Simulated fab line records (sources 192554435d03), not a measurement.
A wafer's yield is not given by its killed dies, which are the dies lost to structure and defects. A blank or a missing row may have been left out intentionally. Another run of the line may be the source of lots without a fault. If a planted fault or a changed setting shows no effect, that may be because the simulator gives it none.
Matching of chambers | flow n5_finfet | N5_BEOL_M13_CMP_49 on cmp-01 has 4 sister chambers
The step polishes, stops on SiOC, t overpolish 17.1 s, target thk 420 nm. 8 wafers are shown with their chamber, then 7 later ones without.

## WAFERS, EACH WITH ITS CHAMBER
wafer  | chamber | motor_current_A (A) | barrier_field_endpoint_s (s)
L891.2 | 2       | 6.5                 | 30.3
L891.6 | 2       | 6.6                 | 29.9
L892.1 | 0       | 7.3                 | 29.8
L892.2 | 1       | 5.3                 | 29.4
L894.1 | 0       | 7.3                 | 29.8
L894.5 | 3       | 5.1                 | 29.3
L898.3 | 1       | 4.9                 | 30.3
L898.5 | 3       | 5.3                 | 29.0

## WAFERS WHOSE CHAMBER IS MISSING
wafer  | motor_current_A (A) | barrier_field_endpoint_s (s)
L898.6 | 7.4                 | 29.7
L902.1 | 7.2                 | 31.0
L902.5 | 7.2                 | 30.3
L902.6 | 5.0                 | 30.5
L903.1 | 5.0                 | 29.4
L903.2 | 4.8                 | 30.9
L903.3 | 7.2                 | 30.9

## WHICH CHAMBER EACH ONE RAN IN
wafer  | from the rows above     | in truth
L898.6 | 0                       | 0
L902.1 | can't be placed: 0 or 2 | 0
L902.5 | 0                       | 0
L902.6 | 1                       | 1
L903.1 | can't be placed: 1 or 3 | 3
L903.2 | can't be placed: 1 or 3 | 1
L903.3 | can't be placed: 0 or 2 | 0
3 of 7 placed correctly. Not placeable from these rows: 4 (in 4, the candidates include the true chamber). Placed wrongly: 0.
How it was worked out, from the rows above alone: a wafer's distance from a chamber is the root of the sum, over the readings, of the square of ((its reading less the chamber's mean) divided by the reading's scatter). The wafer belongs to the nearest chamber; if the next one is less than 2 further off, it can't be placed. A chamber's mean is the mean of its shown wafers. The scatter: the root of (the sum of the squares of (reading less its chamber's mean) over the shown wafers, divided by (wafers less chambers)).
